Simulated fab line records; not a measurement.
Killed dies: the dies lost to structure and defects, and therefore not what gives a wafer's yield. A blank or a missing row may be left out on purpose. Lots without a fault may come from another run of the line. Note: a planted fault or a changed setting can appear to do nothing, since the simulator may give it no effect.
fab line records -- flow nandHarc
record: lots: 6, wafers: 18, lastDay: 34
route steps=1302 shown A_WL_FILL@963 END@1302
lots untouched by any fault: they come from a run of this same line in which no faults occurred
startH: the number of hours between the record's first day and the start of the first shown wafer of the lot -- waitH: hours since the lot's step before -- " identical to the entry in the row above -- L1.1+2: several wafers, shown together as one row -- - no value, or no start given -- * or withheld: withheld -- < > ~ a bound
route shown NAME@n: NAME is a module with steps in the file, n the number in the route of the first one -- usual: the fault-free wafers' mean and standard deviation -- same: alike in all rows -- chamber/n: place in a boat -- sites: the reading at each site -- _std_site: standard deviation of those values -- _edge_site: mean of outer sites minus mean of inner sites -- radiusMm: for every site, how far away it sits from the centre of the wafer -- mask NAME#n: copy n -- behind: the last tool/chamber to shape the wafer -- hold: what put the lot on hold/how long, in hours/how the hold closed -- device: the n, p or np transistor that did not switch -- end of line: tests of these same wafers at the route's end -- a step with no rows: only its recipe -- killed: the dies lost at the first sort to structure and to defects; this is not the yield of the wafer -- map: shows each die of a wafer: x if killed, . if not, _ if none is there
set.NAME: the setting as run; set.NAME@STEP: as run at that earlier step -- model.NAME: the simulator's own value behind a step, which no gauge read
a table for each step, a row for each wafer; lots at some steps of the route
services: a tool's chamber out of use, with start hour (startH, from the record's first day; less than 0 if before it), hours out, and reason
== steps ==
step: NHARC_A_WL_FILL_ANNEAL_08
recipe: tempC: 450, timeS: 1800
step: NHARC_A_WL_FILL_ALD_10
recipe: targetThkA: 500, pulseTimeS: 10, aldCycles: 500, tempC: 300, material: SiO2
usual: heaterPowerOuterW: 285/30, heaterPowerW: 499/49, precursorPulseHeightRel: 1.000/0.018
same: aldCycles: 500
lot.wafer,tool,chamber,startH,waitH,heaterPowerOuterW,heaterPowerW,precursorPulseHeightRel
L956.3,aldHk-04,2,490.57,0.1,275,564,1.010
L956.5,aldHk-04,2,492.62,2.1,283,559,0.981
L956.6,aldHk-04,3,492.62,2.1,251,445,0.980
L960.2,aldHk-04,3,507.85,0.6,248,451,1.028
L960.4,aldHk-04,0,507.85,0.6,319,491,0.999
L960.6,aldHk-04,3,509.91,2.6,247,433,0.999
L959.4,aldHk-02,2,508.36,1.1,255,444,0.998
L959.2,aldHk-02,3,508.36,1.1,276,479,0.968
L959.6,aldHk-02,0,508.36,1.1,321,501,1.014
L970.2,aldHk-02,2,610.75,0.6,258,457,1.008
L970.5,aldHk-02,1,612.29,2.1,337,578,0.992
L970.6,aldHk-02,2,612.29,2.1,254,462,1.000
L976.4,aldHk-04,2,659.13,0.6,285,569,0.992
L976.6,aldHk-04,1,660.70,2.1,291,512,1.033
L976.5,aldHk-04,2,660.70,2.1,284,551,0.973
L978.4,aldHk-03,3,711.52,0.6,299,526,0.985
L978.1,aldHk-03,1,712.55,1.6,230,409,1.018
L978.5,aldHk-03,2,712.55,1.6,278,489,1.016
step: NHARC_A_WL_FILL_ETCHBACK_16
recipe: targetDepthA: 1200, timeS: 24, c4f8FlowSccm: withheld, o2FlowSccm: 8, arFlowSccm: withheld, rfW: 600, biasW: 800, chemistry: C4F8/O2/Ar
usual: oesProductAu: 0.987/0.02, rfVppV: 724/4
same: timeS: 24
lot.wafer,tool,chamber,startH,waitH,oesProductAu,rfHoursCounterH,rfVppV
L956.3,rieDiel-12,3,-,-,0.997,0.5,729
L956.6,rieDiel-12,1,-,-,0.995,-,720
L956.5,rieDiel-12,3,-,-,1.001,-,731
L959.4,rieDiel-12,3,-,-,0.963,0.8,730
L959.2,rieDiel-12,0,-,-,0.947,0.6,728
L959.6,rieDiel-12,2,-,-,0.916,-,721
L960.2,rieDiel-13,3,-,-,0.991,7.4,725
L960.4,rieDiel-13,0,-,-,1.000,8.4,717
L960.6,rieDiel-13,3,-,-,0.999,-,724
L970.2,rieDiel-08,3,-,-,0.996,1.3,723
L970.6,rieDiel-08,1,-,-,0.991,-,721
L970.5,rieDiel-08,3,-,-,0.992,-,723
L976.4,rieDiel-08,3,-,-,1.003,3.3,723
L976.6,rieDiel-08,2,-,-,0.993,-,720
L976.5,rieDiel-08,3,-,-,0.997,-,723
L978.4,rieDiel-12,1,-,-,0.962,2.3,721
L978.1,rieDiel-12,2,-,-,0.979,2.4,720
L978.5,rieDiel-12,1,-,-,0.978,-,720
step: NHARC_A_WL_FILL_STRIP_29
recipe: timeS: 20, o2FlowSccm: 500, arFlowSccm: 0, biasW: 0, chemistry: O2
usual: drypumpMotorCurrentA: 5.8/0.38, oesProductAu: 1.001/0.007, rfVppV: 57.9/0.94, showerheadPlenumPTorr: 3.55/0.14, throttleValvePct: 17.036/0.009
same: timeS: 20
lot.wafer,tool,chamber,startH,waitH,drypumpMotorCurrentA,oesProductAu,rfHoursCounterH,rfVppV,showerheadPlenumPTorr,throttleValvePct
L956.3,rieDiel-12,1,495.31,0.1,5.7,1.006,0.6,56.6,3.43,17.038
L956.6,rieDiel-12,1,495.31,0.1,5.8,1.010,-,57.4,3.43,17.036
L956.5,rieDiel-12,2,495.31,0.1,6.3,1.003,-,57.9,3.47,17.031
L959.4,rieDiel-12,3,512.06,0.1,5.4,1.006,0.8,57.4,3.77,17.052
L959.2,rieDiel-12,1,512.06,0.1,5.8,0.991,0.9,58.6,3.43,17.033
L959.6,rieDiel-12,3,512.06,0.1,5.4,0.995,-,58.3,3.77,17.050
L960.4,rieDiel-13,0,512.08,0.1,5.4,1.019,8.4,58.0,3.34,17.030
L960.2,rieDiel-13,2,512.08,0.1,6.2,1.002,8.3,56.5,3.67,17.035
L960.6,rieDiel-13,0,512.08,0.1,5.4,1.009,-,55.8,3.34,17.035
L970.2,rieDiel-08,1,614.98,0.1,5.5,0.992,1.4,58.1,3.42,17.041
L970.6,rieDiel-08,3,614.98,0.1,5.1,1.004,-,59.4,3.52,17.030
L970.5,rieDiel-08,0,614.98,0.1,6.2,1.004,-,57.5,3.51,17.047
L976.4,rieDiel-08,1,663.43,0.1,5.5,0.999,3.0,58.0,3.42,17.033
L976.5,rieDiel-08,2,663.43,0.1,5.6,1.003,-,58.2,3.45,17.030
L976.6,rieDiel-08,3,663.43,0.1,5.1,1.004,-,59.1,3.52,17.028
L978.4,rieDiel-12,0,715.73,0.1,6.1,0.998,2.3,57.5,3.71,17.049
L978.1,rieDiel-12,3,715.73,0.1,5.4,1.006,2.4,58.4,3.76,17.032
L978.5,rieDiel-12,0,715.73,0.1,6.1,0.990,-,56.4,3.71,17.038
step: NHARC_A_WL_FILL_ETCHBACK_17
recipe: targetDepthA: 40, timeS: 26.7, chemistry: Cl2/BCl3
step: NHARC_A_WL_FILL_PRECLEAN_18
recipe: timeS: 30, chemistry: dHF
step: NHARC_A_WL_FILL_SRD_21
step: NHARC_A_WL_FILL_CVD_23
recipe: targetThkA: 400, tempC: 620, pressureMtorr: 200, timeS: 800, material: poly-Si
step: NHARC_A_WL_FILL_ETCHBACK_26
recipe: targetDepthA: 520, timeS: 13.3, hbrFlowSccm: 150, rfW: 350, icpW: 350, biasW: 60, chemistry: HBr
usual: drypumpMotorCurrentA: 5.8/0.49, hbrFlowSccm: 150.0/0.43, oesProductAu: 1.000/0.008, throttleValvePct: 23.266/0.0097
same: timeS: 13.3
lot.wafer,tool,chamber,startH,waitH,drypumpMotorCurrentA,hbrFlowSccm,oesProductAu,rfHoursCounterH,throttleValvePct
L956.3,rieSi-05,3,500.57,0.4,5.7,149.7,1.003,0.1,23.291
L956.6,rieSi-05,3,500.57,0.4,5.7,149.8,0.999,-,23.261
L956.5,rieSi-05,0,500.57,0.4,5.5,149.8,0.995,-,23.265
L959.4,rieSi-01,3,517.40,0.4,4.8,150.1,1.009,0.9,23.267
L959.2,rieSi-01,2,517.40,0.4,6.4,150.7,0.999,0.8,23.277
L959.6,rieSi-01,3,517.40,0.4,4.8,149.7,1.009,-,23.272
L960.2,rieSi-05,3,517.41,0.4,5.7,149.9,0.995,0.3,23.272
L960.4,rieSi-05,1,517.41,0.4,5.7,149.3,0.997,0.1,23.260
L960.6,rieSi-05,3,517.41,0.4,5.7,149.8,0.994,-,23.258
L970.2,rieSi-02,2,620.31,0.4,5.9,150.7,0.993,1.1,23.262
L970.6,rieSi-02,0,620.31,0.4,6.4,150.4,1.007,-,23.289
L970.5,rieSi-02,1,620.31,0.4,6.1,149.7,1.008,-,23.249
L976.4,rieSi-05,3,668.75,0.4,5.7,150.1,1.001,0,23.274
L976.5,rieSi-05,1,668.75,0.4,5.7,150.8,1.004,-,23.266
L976.6,rieSi-05,2,668.75,0.4,5.3,149.9,0.983,-,23.262
L978.1,rieSi-05,3,720.97,0.4,5.7,149.4,1.006,0.3,23.276
L978.4,rieSi-05,1,720.97,0.4,5.7,150.1,1.009,0.4,23.272
L978.5,rieSi-05,0,720.97,0.4,5.5,149.8,1.009,-,23.251
step: NHARC_A_WL_FILL_PRECLEAN_30
recipe: timeS: 10, chemistry: dHF
step: NHARC_A_WL_FILL_SRD_14
step: NHARC_A_WL_FILL_ALD_19
recipe: targetThkA: 20, pulseTimeS: 3, aldCycles: 100, tempC: 450, material: TiN
usual: aldCycles: 100/0, heaterPowerOuterW: 704/83, heaterPowerW: 1092/82, precursorPulseHeightRel: 0.998/0.02
lot.wafer,tool,chamber,startH,waitH,aldCycles,heaterPowerOuterW,heaterPowerW,precursorPulseHeightRel
L956.3,aldMetal-01,0,500.84,0.1,100,745,1052,1.025
L956.5,aldMetal-01,0,500.84,0.1,100,756,1050,1.032
L956.6,aldMetal-01,1,500.84,0.1,100,603,987,1.005
L960.2,aldMetal-03,3,517.66,0.1,-,-,-,-
L960.4,aldMetal-03,1,517.66,0.1,-,-,-,-
L960.6,aldMetal-03,3,517.66,0.1,-,-,-,-
L959.4,aldMetal-01,2,517.69,0.1,-,-,-,-
L959.2,aldMetal-01,3,517.69,0.1,-,-,-,-
L959.6,aldMetal-01,2,517.69,0.1,-,-,-,-
L970.2,aldMetal-02,3,620.57,0.1,100,751,1163,1.014
L970.6,aldMetal-02,2,620.57,0.1,100,665,1030,0.993
L970.5,aldMetal-02,3,620.57,0.1,100,766,1146,1.009
L976.4,aldMetal-03,1,669.03,0.1,100,605,1057,0.996
L976.5,aldMetal-03,3,669.03,0.1,100,833,1252,0.996
L976.6,aldMetal-03,0,669.03,0.1,100,720,1161,0.997
L978.1,aldMetal-03,2,721.26,0.1,100,663,1091,0.993
L978.4,aldMetal-03,0,721.26,0.1,100,740,1216,0.982
L978.5,aldMetal-03,2,721.26,0.1,100,645,1099,1.001
step: NHARC_A_WL_FILL_CVD_20
recipe: targetThkA: 1000, tempC: 400, pressureTorr: 40, wf6FlowSccm: 40, h2FlowSccm: 1600, arFlowSccm: 1560, timeS: 74, material: W
usual: heaterPowerW: 793/74, throttleValvePct: 7.96/0.26
same: timeS: 74
lot.wafer,tool,chamber,startH,waitH,heaterPowerW,throttleValvePct
L956.3,cvdW-01,1,-,-,720,7.92
L956.5,cvdW-01,0,-,-,785,8.22
L956.6,cvdW-01,1,-,-,718,7.89
L960.2,cvdW-01,1,-,-,708,7.90
L960.4,cvdW-01,0,-,-,798,8.35
L960.6,cvdW-01,0,-,-,788,8.23
L959.2,cvdW-02,1,-,-,841,8.02
L959.4,cvdW-02,1,-,-,823,7.90
L959.6,cvdW-02,0,-,-,884,7.73
L970.2,cvdW-02,1,-,-,859,7.97
L970.6,cvdW-02,0,-,-,885,7.58
L970.5,cvdW-02,1,-,-,854,8.14
L976.4,cvdW-01,1,-,-,675,7.71
L976.6,cvdW-01,1,-,-,671,7.69
L976.5,cvdW-01,0,-,-,767,8.10
L978.1,cvdW-02,0,-,-,874,7.99
L978.4,cvdW-02,0,-,-,865,8.06
L978.5,cvdW-02,0,-,-,856,7.69
step: NHARC_END_SORT_01
recipe: tempC: 25
usual: killedAtArray: 62/16, killedAtOther: 0.8/1.1, killedAtPeriphery: 4/3.2, killedDies: 67/16, killedOpen: 3.5/1.9, killedShort: 2.1/1.5
same: grossDies: 677
lot.wafer,tool,chamber,startH,waitH,killedAtArray,killedAtOther,killedAtPeriphery,killedDies,killedOpen,killedShort
L959.2,prober-01,0,594.94,2.8,675,0,2,677,1,2
L959.4,prober-01,0,596.53,3.4,667,1,9,677,6,4
L959.6,prober-01,0,598.13,4.0,673,2,2,677,1,6
L960.2,prober-02,0,602.69,2.8,673,0,4,677,5,0
L960.4,prober-02,0,604.30,3.4,672,2,3,677,3,5
L960.6,prober-02,0,605.92,4.0,672,0,5,677,8,3
killed by level:class
L959.2 A_WL_FILL:areaAld=595 A_CHANNEL_HOLE_D1:chamberFilmFlake=31 A_SLIT:chamberFilmFlake=22 A_CONTACT:chamberFilmFlake=9 A_CHANNEL_HOLE_D2:chamberFilmFlake=7 A_CHANNEL_FILL_D2:chamberFilmFlake=3 A_STAIRCASE:chamberFilmFlake=3 A_ONON_D1:geometricParticle:open=1
L959.4 A_WL_FILL:areaAld=592 A_CHANNEL_HOLE_D1:chamberFilmFlake=31 A_SLIT:chamberFilmFlake=25 A_CHANNEL_HOLE_D2:chamberFilmFlake=6 A_CONTACT:chamberFilmFlake=5 P_STI:chamberFilmFlake=3 P_CONTACT:geometricParticle:open=2 P_GATE:chamberFilmFlake=2
L959.6 A_WL_FILL:areaAld=581 A_CHANNEL_HOLE_D1:chamberFilmFlake=38 A_SLIT:chamberFilmFlake=30 A_CHANNEL_HOLE_D2:chamberFilmFlake=6 A_CONTACT:chamberFilmFlake=5 A_M1:chamberFilmFlake=4 A_M0:geometricParticle:short=2 STARTING-WAFER:geometricParticle:short=2
L960.2 A_WL_FILL:areaAld=641 A_STAIRCASE:chamberFilmFlake=11 A_CHANNEL_HOLE_D2:chamberFilmFlake=8 A_CHANNEL_HOLE_D1:chamberFilmFlake=4 A_DECK1_JOINT:chamberFilmFlake=2 A_CHANNEL_FILL_D2:chamberFilmFlake=2 A_CONTACT:chamberFilmFlake=2 P_M0:geometricParticle:open=1
L960.4 A_WL_FILL:areaAld=646 A_CHANNEL_HOLE_D2:chamberFilmFlake=9 A_CHANNEL_HOLE_D1:chamberFilmFlake=5 P_CONTACT:geometricParticle:open=3 A_STAIRCASE:chamberFilmFlake=3 A_CONTACT:chamberFilmFlake=2 THIN_TSV:chamberFilmFlake=2 A_CHANNEL_FILL_D1:geometricParticle:short=1
L960.6 A_WL_FILL:areaAld=637 A_CHANNEL_HOLE_D2:chamberFilmFlake=9 A_STAIRCASE:chamberFilmFlake=5 A_CONTACT:chamberFilmFlake=5 A_CHANNEL_FILL_D2:geometricParticle:open=3 P_CONTACT:geometricParticle:open=2 A_WL_FILL:geometricParticle:open=2 P_GATE:chamberFilmFlake=2
map L959.2 (x killed, . not)
____________x____________
_________xxxxxxx_________
_______xxxxxxxxxxx_______
______xxxxxxxxxxxxx______
_____xxxxxxxxxxxxxxx_____
____xxxxxxxxxxxxxxxxx____
____xxxxxxxxxxxxxxxxx____
___xxxxxxxxxxxxxxxxxxx___
___xxxxxxxxxxxxxxxxxxx___
__xxxxxxxxxxxxxxxxxxxxx__
__xxxxxxxxxxxxxxxxxxxxx__
_xxxxxxxxxxxxxxxxxxxxxxx_
_xxxxxxxxxxxxxxxxxxxxxxx_
_xxxxxxxxxxxxxxxxxxxxxxx_
_xxxxxxxxxxxxxxxxxxxxxxx_
_xxxxxxxxxxxxxxxxxxxxxxx_
xxxxxxxxxxxxxxxxxxxxxxxxx
xxxxxxxxxxxxxxxxxxxxxxxxx
xxxxxxxxxxxxxxxxxxxxxxxxx
xxxxxxxxxxxxxxxxxxxxxxxxx
xxxxxxxxxxxxxxxxxxxxxxxxx
_xxxxxxxxxxxxxxxxxxxxxxx_
_xxxxxxxxxxxxxxxxxxxxxxx_
_xxxxxxxxxxxxxxxxxxxxxxx_
_xxxxxxxxxxxxxxxxxxxxxxx_
_xxxxxxxxxxxxxxxxxxxxxxx_
__xxxxxxxxxxxxxxxxxxxxx__
__xxxxxxxxxxxxxxxxxxxxx__
___xxxxxxxxxxxxxxxxxxx___
___xxxxxxxxxxxxxxxxxxx___
____xxxxxxxxxxxxxxxxx____
____xxxxxxxxxxxxxxxxx____
_____xxxxxxxxxxxxxxx_____
______xxxxxxxxxxxxx______
_______xxxxxxxxxxx_______
_________xxxxxxx_________
____________x____________
map L960.2 (x killed, . not)
____________x____________
_________xxxxxxx_________
_______xxxxxxxxxxx_______
______xxxxxxxxxxxxx______
_____xxxxxxxxxxxxxxx_____
____xxxxxxxxxxxxxxxxx____
____xxxxxxxxxxxxxxxxx____
___xxxxxxxxxxxxxxxxxxx___
___xxxxxxxxxxxxxxxxxxx___
__xxxxxxxxxxxxxxxxxxxxx__
__xxxxxxxxxxxxxxxxxxxxx__
_xxxxxxxxxxxxxxxxxxxxxxx_
_xxxxxxxxxxxxxxxxxxxxxxx_
_xxxxxxxxxxxxxxxxxxxxxxx_
_xxxxxxxxxxxxxxxxxxxxxxx_
_xxxxxxxxxxxxxxxxxxxxxxx_
xxxxxxxxxxxxxxxxxxxxxxxxx
xxxxxxxxxxxxxxxxxxxxxxxxx
xxxxxxxxxxxxxxxxxxxxxxxxx
xxxxxxxxxxxxxxxxxxxxxxxxx
xxxxxxxxxxxxxxxxxxxxxxxxx
_xxxxxxxxxxxxxxxxxxxxxxx_
_xxxxxxxxxxxxxxxxxxxxxxx_
_xxxxxxxxxxxxxxxxxxxxxxx_
_xxxxxxxxxxxxxxxxxxxxxxx_
_xxxxxxxxxxxxxxxxxxxxxxx_
__xxxxxxxxxxxxxxxxxxxxx__
__xxxxxxxxxxxxxxxxxxxxx__
___xxxxxxxxxxxxxxxxxxx___
___xxxxxxxxxxxxxxxxxxx___
____xxxxxxxxxxxxxxxxx____
____xxxxxxxxxxxxxxxxx____
_____xxxxxxxxxxxxxxx_____
______xxxxxxxxxxxxx______
_______xxxxxxxxxxx_______
_________xxxxxxx_________
____________x____________
== services ==
tool,chamber,startH,hours,kind
rieSi-05,-,482.00,9.0,pm
rieDiel-12,0,494.33,5.1,repair
rieDiel-12,2,496.82,8.2,repair
rieDiel-13,-,519.31,9.0,pm
aldMetal-01,-,526.22,10.0,pm
cvdW-02,-,534.14,1.1,repair
rieDiel-12,1,538.50,3.1,repair
rieDiel-08,-,544.80,9.0,pm
rieDiel-12,2,547.00,10.7,repair
cvdW-01,-,547.35,13.0,pm
cvdW-02,0,565.73,1.8,repair
aldMetal-03,-,568.10,10.0,pm
rieDiel-12,1,575.73,5.0,repair
cvdW-01,1,603.71,2.9,repair
rieDiel-08,2,606.43,14.8,repair
aldHk-04,-,613.47,10.0,pm
rieDiel-08,0,615.90,8.1,repair
rieDiel-12,-,622.40,9.0,pm
rieDiel-08,1,623.59,8.9,repair
cvdW-02,-,631.00,13.0,pm
cvdW-01,0,633.12,6.6,repair
rieSi-05,-,659.00,9.0,pm
cvdW-02,-,682.21,0.6,repair
rieDiel-08,2,703.81,1.7,repair
== key ==
firstSign: step: NHARC_A_WL_FILL_ALD_19, reading: toolRecord, direction: missing
effect: step: NHARC_END_SORT_01, reading: killedAtArray, direction: up, sigmas: 37, usual: 62, struck: 672
moreKillsBornAt: NHARC_A_WL_FILL_ALD_19@aldMetal-03: 1924, NHARC_A_WL_FILL_ALD_19@aldMetal-01: 1768
metAt NHARC_A_WL_FILL_ALD_19
struckWafers L959.2,L959.4,L959.6,L960.2,L960.4,L960.6
laterRowsLeftOut L959.2,L959.4,L959.6,L960.2,L960.4,L960.6
testerLeftOut L959,L960
onsetBetween 500.84 517.66
fault: kind: skippedStepWhole, tool: aldMetal-01,aldMetal-03, chamber: -, onsetH: 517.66, steps: NHARC_A_WL_FILL_ALD_19, scope: struckLotsOnly
testerLeftOut: of these lots the tester's yield and bins aren't shown, on N5 and GAA mostly nor the transistor test; their killed dies are dies lost to structure and defects alone, not to doping, threshold or leakage, so they don't give the yield
laterRowsLeftOut: the simulator's readings of these wafers behind a module that went badly wrong aren't trusted and aren't shown, but for the sort
